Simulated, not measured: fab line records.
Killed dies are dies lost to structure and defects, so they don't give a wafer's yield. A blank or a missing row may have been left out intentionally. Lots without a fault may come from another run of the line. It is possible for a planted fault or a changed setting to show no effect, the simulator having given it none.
8D (eight disciplines) problem report, filled in by code	flow nandHarc	the parts of the form that need people (team, actions taken, sign-off) are left out

1. WHAT WENT WRONG
rawDefectCount at NHARC_A_ZERO_WELL_INSPECT_17 reads a mean of 450 on 2 wafers of 2 lots; wafers without a fault read 13 with a standard deviation of 6.4. Relative to the usual mean, that is a shift of +68 standard deviations.
The first sign was on wafer L147.2 at day 10 09:37, on defectInspect-01. The record holds 33 wafers of 11 lots with a number at this step. By rule, "out" or "out of limits" means more than 4 standard deviations away from the usual mean. Any other wafer with a number is counted as sound.

2. WHAT THIS IS AND IS NOT
question	is	is not
which readings at this step	rawDefectCount	-
which lots	L147, L149	L136, L137, L139, L140, L145, L150, L151, L154, L155
which wafers of those lots	L147.2, L149.6	L147.1, L147.6, L149.1, L149.3
read on which gauges	defectInspect-01, defectInspect-02	-
when	from day 10 09:37	up to then (17 sound wafers); but 14 sound wafers of L149, L150, L151, L154, L155 came after

3. WHAT RULES OUT EACH SUSPECT
Counting: any tool at a process step up to the reading remains a suspect provided it ran every lot that is out. Sound lots after the first of them don't rule it out here, since some wafers of a struck lot are sound.
- the gauge at NHARC_A_ZERO_WELL_INSPECT_17: ruled out. Those wafers that are out were read across 2 gauges (defectInspect-01, defectInspect-02).
- pecvd-04 at NHARC_P_M1_PRE_CLEAN_32 (time 12 s): kept. Every lot that is out went through it, the first being L147 (day 9 21:26); the last sound lot it ran before that was L140 (day 8 07:17).
- rieDiel-08 at NHARC_A_ZERO_WELL_ETCH_19 (etches the open film in N2/H2, target depth 80 nm, overetch 24 nm, time 87.88 s): kept. Every lot that is out went through it, the first being L147 (day 10 08:22); the last sound lot it ran before that was L139 (day 8 04:53).
- Within rieDiel-08 at NHARC_A_ZERO_WELL_ETCH_19: the wafers that are out ran in chamber 0; their sound lot-mates ran in chambers 1, 2, 3.
Left after counting: pecvd-04 at NHARC_P_M1_PRE_CLEAN_32, rieDiel-08 at NHARC_A_ZERO_WELL_ETCH_19.

4. THE CAUSE (what the simulator had put in)
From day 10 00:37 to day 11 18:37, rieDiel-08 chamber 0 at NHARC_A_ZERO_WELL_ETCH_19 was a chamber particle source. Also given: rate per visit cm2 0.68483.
Counting leaves 2 suspects; this tool is one of them.

5. THE EFFECT CHAIN, in route order
Each row: a reading whose mean over the struck wafers that have a number lies more than 3 standard deviations from the usual. Scope: only readings with a usual standard deviation given in the record; hours: median across lots of the time from each lot's start at the first step in this table that gives one to its start at this step; sigmas: change in usual standard deviations.
hours	step	reading	usual	on struck wafers	change	sigmas
0	NHARC_A_ZERO_WELL_INSPECT_17	rawDefectCount	13	450	+436	+68
21	NHARC_A_SOURCE_PLATE_INSPECT_08	rawDefectCount	70	524	+454	+17
367	NHARC_END_SORT_01	killedAtArray	27	85	+58	+4.8
367	NHARC_END_SORT_01	killedDies	31	88	+57	+4.8

6. HOW IT WOULD HAVE BEEN CAUGHT EARLIER
9 hours passed between the start of the fault at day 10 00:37 and the first reading out of limits at a measuring or inspecting step in this record, taken at day 10 09:37.
Of the tool readings at NHARC_A_ZERO_WELL_ETCH_19 for which the record gives a usual standard deviation, none was out on any struck wafer, so an alarm limit of 4 standard deviations on them would not have fired.
L149, from the lots that are out (2), started NHARC_A_ZERO_WELL_ETCH_19 on rieDiel-08 later than day 10 09:37. A hold on the tool at that time would have spared it.
